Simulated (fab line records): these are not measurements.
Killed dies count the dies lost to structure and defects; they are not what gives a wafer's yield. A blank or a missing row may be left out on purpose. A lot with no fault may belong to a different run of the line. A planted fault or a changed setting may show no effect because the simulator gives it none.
Which tool is to blame? ; flow n5Finfet ; 24 lots, 72 wafers sampled, at 6 steps of a route of 1938

== WHAT THE GAUGES SHOWED, per wafer ==
N5_BEOL_M12_OVL_MEAS_11. Usual: V11_OVL typically reads -1 nm, with standard deviation 4.5.
lot;measured;on;V11_OVL (nm);flag
L074;day 11 04:10;overlay-02;-8 -6 -1;
L075;day 11 04:34;overlay-02;-7 -1 -2;
L076;day 11 12:52;overlay-02;-5 -2 0;
L077;day 11 22:57;overlay-02;3 -3 1;
L078;day 12 01:05;overlay-02;3 2 5;
L080;day 12 17:04;overlay-01;-8 -3 -9;
L079;day 12 17:49;overlay-01;1 -9 -4;
L081;day 12 18:24;overlay-01;-2 9 6;
L083;day 13 09:00;overlay-01;3 -3 -1;
L082;day 13 12:20;overlay-02;-2 -5 -2;
L086;day 13 20:16;overlay-01;2 -5 -6;
L084;day 13 20:31;overlay-01;-4 7 -4;
L085;day 14 03:08;overlay-01;-4 -3 1;
L089;day 15 01:37;overlay-01;2 5 5;
L088;day 15 02:20;overlay-01;0 4 -7;
L087;day 15 06:16;overlay-02;6 -1 -6;
L090;day 15 07:13;overlay-02;-5 -6 -11;
L091;day 15 20:25;overlay-01;1 3 -8;
L093;day 16 07:46;overlay-01;-2 4 0;
L092;day 16 08:18;overlay-02;1 4 -4;
L094;day 17 02:46;overlay-01;-10 -3 -10;
L095;day 17 05:16;overlay-02;4 -7 3;
L097;day 17 09:29;overlay-01;3 -5 5;
L096;day 17 11:42;overlay-02;2 4 -4;

N5_BEOL_M13_INSPECT_12: inspects for defects (macro). Usual: rawDefectCount reads 2.1 (standard deviation 1.3).
lot;measured;on;rawDefectCount;flag
L074;day 11 09:56;defectInspect-01;3 1 3;
L075;day 11 12:22;defectInspect-02;1 5 0;
L076;day 11 19:37;defectInspect-01;5 3 2;
L077;day 12 06:37;defectInspect-01;0 3 1;
L078;day 12 06:41;defectInspect-01;3 0 3;
L080;day 13 00:16;defectInspect-01;5 2 1;
L079;day 13 01:13;defectInspect-01;3 3 4;
L081;day 13 01:14;defectInspect-02;4 2 3;
L083;day 13 18:26;defectInspect-01;2 1 3;
L082;day 13 20:14;defectInspect-01;0 3 1;
L086;day 14 00:48;defectInspect-01;1 3 2;
L084;day 14 00:57;defectInspect-01;2 4 1;
L085;day 14 11:29;defectInspect-01;0 2 3;
L089;day 15 08:28;defectInspect-02;2 4 0;
L088;day 15 08:44;defectInspect-01;3 1 1;
L087;day 15 14:10;defectInspect-01;0 3 1;
L090;day 15 14:33;defectInspect-01;7 4 1;
L091;day 16 03:28;defectInspect-02;2 1 4;
L093;day 16 16:38;defectInspect-02;1 1 1;
L092;day 16 20:40;defectInspect-01;2 1 4;
L094;day 17 08:49;defectInspect-01;2 0 5;
L095;day 17 11:25;defectInspect-01;4 2 1;
L097;day 17 17:07;defectInspect-01;3 2 3;
L096;day 17 17:19;defectInspect-01;2 2 3;

== WHAT TOOL EACH LOT RAN ON (gives the tool, then ch and the chambers of the sampled wafers, and finally the start) ==
lot;N5_BEOL_M11_SURFACE_TREAT_76;N5_BEOL_M12_VIA_ETCH_16;N5_BEOL_M12_SPUTTER_43;N5_BEOL_M12_CMP_49
L074;pvdSputter-01, day 11 02:14;rieDiel-01 ch 0,3, day 11 04:23;pvdSputter-01, day 11 07:50;cmp-01 ch 0,2,3, day 11 08:50
L075;pvdSputter-02, day 11 02:31;rieDiel-04 ch 2,3, day 11 04:44;pvdSputter-03, day 11 10:38;cmp-02 ch 2,3, day 11 11:22
L076;pvdSputter-03, day 11 11:11;rieDiel-01 ch 1,2,3, day 11 13:08;pvdSputter-03, day 11 17:34;cmp-02 ch 2,3, day 11 18:31
L077;pvdSputter-03, day 11 20:43;rieDiel-01 ch 0,1,2, day 11 23:05;pvdSputter-01, day 12 04:54;cmp-01 ch 0,1,3, day 12 05:40
L078;pvdSputter-01, day 11 22:24;rieDiel-02 ch 1,2,3, day 12 01:21;pvdSputter-02, day 12 04:59;cmp-03 ch 1,2,3, day 12 05:42
L080;pvdSputter-02, day 12 15:10;rieDiel-01 ch 1,2,3, day 12 17:13;pvdSputter-03, day 12 22:13;cmp-03 ch 1,2,3, day 12 23:19
L079;pvdSputter-02, day 12 15:56;rieDiel-01 ch 0,2, day 12 17:58;pvdSputter-02, day 12 22:34;cmp-01 ch 0,1,3, day 13 00:10
L081;pvdSputter-01, day 12 16:29;rieDiel-04 ch 1,2,3, day 12 18:59;pvdSputter-03, day 12 22:39;cmp-03 ch 2,3, day 13 00:13
L083;pvdSputter-02, day 13 06:46;rieDiel-02 ch 0,2,3, day 13 09:29;pvdSputter-01, day 13 16:35;cmp-01 ch 1,2,3, day 13 17:22
L082;pvdSputter-01, day 13 10:26;rieDiel-01 ch 1,2, day 13 12:29;pvdSputter-02, day 13 17:59;cmp-03 ch 0,2,3, day 13 19:12
L086;pvdSputter-03, day 13 18:25;rieDiel-02 ch 1,3, day 13 20:25;pvdSputter-01, day 13 22:40;cmp-02 ch 0,2,3, day 13 23:46
L084;pvdSputter-02, day 13 18:41;rieDiel-02 ch 1,2, day 13 20:41;pvdSputter-02, day 13 22:49;cmp-01 ch 0,1, day 13 23:58
L085;pvdSputter-02, day 14 01:20;rieDiel-01 ch 0,1,2, day 14 03:17;pvdSputter-03, day 14 07:14;cmp-02 ch 2,3, day 14 10:22
L089;pvdSputter-02, day 14 22:07;rieDiel-01 ch 0,1,3, day 15 01:53;pvdSputter-02, day 15 05:32;cmp-01 ch 1,3, day 15 07:23
L088;pvdSputter-02, day 14 22:28;rieDiel-01 ch 0,2,3, day 15 02:35;pvdSputter-02, day 15 05:51;cmp-02 ch 0,2,3, day 15 07:37
L087;pvdSputter-02, day 15 03:01;rieDiel-04 ch 1,2, day 15 06:25;pvdSputter-03, day 15 12:08;cmp-02 ch 0,2,3, day 15 13:12
L090;pvdSputter-03, day 15 04:35;rieDiel-01 ch 0,1,2, day 15 07:22;pvdSputter-02, day 15 12:31;cmp-01 ch 0,1,3, day 15 13:26
L091;pvdSputter-01, day 15 15:33;rieDiel-01 ch 2,3, day 15 20:34;pvdSputter-02, day 15 23:29;cmp-01 ch 0,1, day 16 02:30
L093;pvdSputter-01, day 16 03:08;rieDiel-04 ch 1,2,3, day 16 07:54;pvdSputter-02, day 16 10:08;cmp-03 ch 0,1,3, day 16 15:36
L092;pvdSputter-02, day 16 04:39;rieDiel-04 ch 0,2,3, day 16 08:27;pvdSputter-02, day 16 15:38;cmp-03 ch 0,2,3, day 16 19:41
L094;pvdSputter-01, day 16 21:58;rieDiel-01 ch 0,1,3, day 17 02:58;pvdSputter-01, day 17 07:02;cmp-01 ch 0,3, day 17 07:46
L095;pvdSputter-01, day 17 03:34;rieDiel-02 ch 0,1,3, day 17 05:26;pvdSputter-03, day 17 09:22;cmp-03 ch 0,1,3, day 17 10:31
L097;pvdSputter-02, day 17 07:47;rieDiel-02 ch 0,1,3, day 17 09:38;pvdSputter-01, day 17 14:52;cmp-01 ch 0,1,2, day 17 15:56
L096;pvdSputter-03, day 17 09:36;rieDiel-01 ch 0,1,3, day 17 11:51;pvdSputter-01, day 17 15:11;cmp-02 ch 1,2,3, day 17 16:16
- N5_BEOL_M11_SURFACE_TREAT_76
- N5_BEOL_M12_VIA_ETCH_16: etches SiOC in C4F8/O2/Ar, target depth 724.8 nm.
- N5_BEOL_M12_SPUTTER_43: material TaN, target thk 15 nm, time 24.19 s.
- N5_BEOL_M12_CMP_49: polishes, stops on SiOC, t overpolish 20.6 s, target thk 320 nm.

== AS READ BY THE TOOLS THEMSELVES (means over the sampled wafers that have a number; for cases with no such wafer, the mark the record gives instead) ==
N5_BEOL_M12_VIA_ETCH_16. Usual: drypumpMotorCurrentA 5.6 A, standard deviation 0.4; oesProductAu 0.68 a.u., standard deviation 0.049; rfVppV 664 V, standard deviation 3.2; showerheadPlenumPTorr 3.38 Torr, standard deviation 0.11; throttleValvePct 24.21 %, standard deviation 0.23.
lot;tool;drypumpMotorCurrentA (A);oesProductAu (a.u.);rfVppV (V);showerheadPlenumPTorr (Torr);throttleValvePct (%);flag
L074;rieDiel-01;5.7;0.67;662;3.29;24.38;
L075;rieDiel-04;5.0;0.73;667;3.49;24.34;
L076;rieDiel-01;5.6;0.69;664;3.34;24.14;
L077;rieDiel-01;5.9;0.69;663;3.32;24.06;
L078;rieDiel-02;5.3;0.69;667;3.49;24.28;
L080;rieDiel-01;5.6;0.68;663;3.33;24.16;
L079;rieDiel-01;5.9;0.67;664;3.34;23.96;
L081;rieDiel-04;5.4;0.69;667;3.48;24.34;
L083;rieDiel-02;5.6;0.69;666;3.42;24.22;
L082;rieDiel-01;5.7;0.68;664;3.36;23.94;
L086;rieDiel-02;5.1;0.68;665;3.43;24.29;
L084;rieDiel-02;5.4;0.65;666;3.48;24.35;
L085;rieDiel-01;5.9;0.67;663;3.31;24.07;
L089;rieDiel-01;5.8;0.66;661;3.28;24.30;
L088;rieDiel-01;5.8;0.66;663;3.30;24.20;
L087;rieDiel-04;5.5;0.69;666;3.46;24.44;
L090;rieDiel-01;5.8;0.66;662;3.31;24.08;
L091;rieDiel-01;5.5;0.64;662;3.31;24.31;
L093;rieDiel-04;5.4;0.75;666;3.47;24.29;
L092;rieDiel-04;5.3;0.79;667;3.51;24.11;
L094;rieDiel-01;5.8;0.65;661;3.27;24.33;
L095;rieDiel-02;5.4;0.66;664;3.35;24.26;
L097;rieDiel-02;5.4;0.66;663;3.35;24.26;
L096;rieDiel-01;5.8;0.64;660;3.27;24.32;

N5_BEOL_M12_SPUTTER_43. Usual: chamberPressurePa 0.12004 Pa, standard deviation 0.00024; throttleValvePct 30.0 %, standard deviation 1.
lot;tool;chamberPressurePa (Pa);throttleValvePct (%);flag
L074;pvdSputter-01;0.11996;30.8;
L075;pvdSputter-03;0.12011;30.8;
L076;pvdSputter-03;0.12000;30.3;
L077;pvdSputter-01;0.12013;30.5;
L078;pvdSputter-02;0.12033;30.5;
L080;pvdSputter-03;0.12006;30.7;
L079;pvdSputter-02;0.11998;29.3;
L081;pvdSputter-03;0.11998;30.4;
L083;pvdSputter-01;0.12001;29.9;
L082;pvdSputter-02;0.12014;28.9;
L086;pvdSputter-01;0.12042;29.9;
L084;pvdSputter-02;0.11997;30.0;
L085;pvdSputter-03;0.11994;30.4;
L089;pvdSputter-02;0.11999;29.8;
L088;pvdSputter-02;0.12012;29.9;
L087;pvdSputter-03;0.12010;30.5;
L090;pvdSputter-02;0.11996;29.6;
L091;pvdSputter-02;0.11998;30.3;
L093;pvdSputter-02;0.11989;29.1;
L092;pvdSputter-02;0.12024;30.0;
L094;pvdSputter-01;0.11988;29.7;
L095;pvdSputter-03;0.12020;30.5;
L097;pvdSputter-01;0.11987;30.3;
L096;pvdSputter-01;0.12016;29.2;

N5_BEOL_M12_CMP_49. Usual: barrierFieldEndpointS 30.3 s, standard deviation 1.1; motorCurrentA 6.2 A, standard deviation 0.61; overpolishRunS 20.601 s, standard deviation 0.0087; retainingRingPressureFrac 1.000, standard deviation 0.0049.
lot;tool;barrierFieldEndpointS (s);motorCurrentA (A);overpolishRunS (s);retainingRingPressureFrac;flag
L074;cmp-01;30.1;6.1;20.602;1.002;
L075;cmp-02;29.7;6.3;20.601;1.000;
L076;cmp-02;30.3;6.7;20.603;1.001;
L077;cmp-01;30.0;6.2;20.601;0.997;
L078;cmp-03;30.2;6.3;20.600;1.001;
L080;cmp-03;30.0;6.2;20.608;1.001;
L079;cmp-01;30.7;6.1;20.612;0.999;
L081;cmp-03;31.0;6.6;20.601;0.998;
L083;cmp-01;28.7;6.1;20.602;1.002;
L082;cmp-03;30.8;6.0;20.596;1.002;
L086;cmp-02;30.7;6.5;20.601;0.999;
L084;cmp-01;30.4;6.8;20.602;1.001;
L085;cmp-02;30.6;6.5;20.604;1.000;
L089;cmp-01;29.1;5.6;20.607;1.004;
L088;cmp-02;31.1;6.2;20.612;0.996;
L087;cmp-02;30.9;6.6;20.607;0.993;
L090;cmp-01;29.3;6.1;20.609;1.003;
L091;cmp-01;31.0;6.5;20.604;0.998;
L093;cmp-03;31.0;5.9;20.596;0.998;
L092;cmp-03;31.7;6.1;20.595;1.000;
L094;cmp-01;30.5;6.2;20.603;1.002;
L095;cmp-03;30.2;6.0;20.594;0.998;
L097;cmp-01;31.2;6.6;20.591;1.002;
L096;cmp-02;29.8;6.0;20.601;1.000;

== THE ANSWER, worked out from the rows above alone ==
Rule: lot off if the mean of its wafers having a number is beyond 3 standard deviations from the usual mean. Also off: a lot with no number at a reading for which 4 or more lots have one. Any other lot the step has rows for is counted as sound. Order of review: gauges by route order, followed by the tools' own readings, for which a lot's mean as printed above is used. The first step at which some lot is off is used, and at that step the reading that is off furthest; a lot without a number counts as furthest.
No lot is off at any reading shown: from this, nothing can be told.

== WHAT THE SIMULATOR PUT IN ==
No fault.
